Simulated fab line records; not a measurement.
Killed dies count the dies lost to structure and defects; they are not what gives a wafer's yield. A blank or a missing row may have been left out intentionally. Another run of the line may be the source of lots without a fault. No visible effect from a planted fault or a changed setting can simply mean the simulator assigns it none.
Chamber matching :: flow nand-harc :: 4 sister chambers for NHARC_A_CHANNEL_HOLE_D1_ETCH_44 on rie-diel-07
The step etches the open film in CF4/O2, target depth 140 nm, overetch 14 nm, time 77 s. 4 wafers are shown with their chamber, then 11 later ones without.

## WAFERS WITH THEIR CHAMBER
wafer: L087.1
chamber: 0
drypump-motor-current-A (A): 6.0

wafer: L087.6
chamber: 2
drypump-motor-current-A (A): 6.1

wafer: L091.4
chamber: 1
drypump-motor-current-A (A): 5.6

wafer: L089.1
chamber: 3
drypump-motor-current-A (A): 5.7

## WAFERS WHOSE CHAMBER IS MISSING
wafer: L089.2
drypump-motor-current-A (A): 6.1

wafer: L089.4
drypump-motor-current-A (A): 6.0

wafer: L094.1
drypump-motor-current-A (A): 6.1

wafer: L094.3
drypump-motor-current-A (A): 5.7

wafer: L094.4
drypump-motor-current-A (A): 5.6

wafer: L095.1
drypump-motor-current-A (A): 5.9

wafer: L095.3
drypump-motor-current-A (A): 5.7

wafer: L095.4
drypump-motor-current-A (A): 5.6

wafer: L096.2
drypump-motor-current-A (A): 6.1

wafer: L096.4
drypump-motor-current-A (A): 5.6

wafer: L096.6
drypump-motor-current-A (A): 5.6

## WHICH CHAMBER EACH ONE RAN IN
wafer: L089.2
from the rows above: 2
in truth: 2

wafer: L089.4
from the rows above: 0
in truth: 0

wafer: L094.1
from the rows above: 2
in truth: 2

wafer: L094.3
from the rows above: 3
in truth: 3

wafer: L094.4
from the rows above: 1
in truth: 1

wafer: L095.1
from the rows above: 0
in truth: 0

wafer: L095.3
from the rows above: 3
in truth: 3

wafer: L095.4
from the rows above: 1
in truth: 1

wafer: L096.2
from the rows above: 2
in truth: 2

wafer: L096.4
from the rows above: 1
in truth: 1

wafer: L096.6
from the rows above: 1
in truth: 1
Placed correctly: 11 of 11. Left unplaced by these rows: 0. Placed wrongly: 0.
How it was worked out, from the rows above alone: a wafer's distance from a chamber is the root of the sum, over the readings, of the square of ((its reading less the chamber's mean) divided by the reading's scatter). If the next closest chamber is less than 2 further off than the closest, the wafer can't be placed; otherwise it belongs to the closest. The mean given for a chamber averages the wafers shown for that chamber. The scatter: root of mean squared gap, hidden wafer to nearest shown wafer, with one shown wafer a chamber.
